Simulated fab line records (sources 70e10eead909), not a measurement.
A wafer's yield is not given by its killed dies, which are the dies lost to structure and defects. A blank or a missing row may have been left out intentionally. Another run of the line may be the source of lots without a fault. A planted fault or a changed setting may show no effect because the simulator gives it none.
Matching of chambers ; flow nand harc ; NHARC_A_WL_FILL_ALD_10 on ald hk-02: 4 sister chambers
The step deposits SiO2, target thk 50 nm, pulse time 10 s, ald cycles 500. 16 wafers are shown with their chamber, then 8 later ones without.

WAFERS PAIRED WITH THEIR CHAMBERS
wafer;chamber;heater power w (W);precursor pulse height rel
L082.1;0;438;1.015
L082.3;3;379;1.005
L082.4;1;543;1.030
L085.3;3;382;1.010
L085.4;2;424;1.006
L085.1;1;536;1.004
L085.2;0;455;0.950
L085.5;2;428;1.001
L085.6;3;383;0.991
L086.3;1;549;1.007
L086.5;3;368;0.988
L086.6;2;428;1.026
L083.2;0;438;0.976
L083.3;1;522;0.985
L083.4;2;421;1.025
L089.3;3;376;1.023

SIGNATURES (averages over the wafers above)
reading;chamber 0;chamber 1;chamber 2;chamber 3;scatter within a chamber
heater power w;443.67;537.50;425.25;377.60;8.05
precursor pulse height rel;0.98033;1.00650;1.01450;1.00340;0.0193
Rule: a wafer lies at a distance from a chamber equal to the root of the sum of squares, over the readings, of (its reading less the chamber's mean, divided by the reading's scatter). If the next closest chamber is less than 2 further off than the closest, the wafer can't be placed; otherwise it belongs to the closest. How the scatter is found: for the shown wafers, subtract from each reading the mean of its chamber, square and add these, divide the total by (wafers less chambers), then take the root.

WAFERS WHOSE CHAMBER IS MISSING
wafer;heater power w (W);precursor pulse height rel
L089.4;450;1.005
L089.6;386;1.029
L091.1;524;1.020
L091.3;449;0.998
L091.5;430;0.976
L096.2;441;0.953
L096.4;429;0.972
L096.5;450;0.992

CHAMBER TAKEN BY EACH
wafer;from the rows above;in truth
L089.4;can't be placed: 0 or 2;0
L089.6;3;3
L091.1;1;1
L091.3;can't be placed: 0 or 2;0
L091.5;can't be placed: 0 or 2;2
L096.2;0;0
L096.4;can't be placed: 0 or 2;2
L096.5;0;0
Correct placement for 4 of the 8. Cannot be placed on the basis of these rows: 4; the candidates contain the true chamber in 4. 0 placed wrongly.
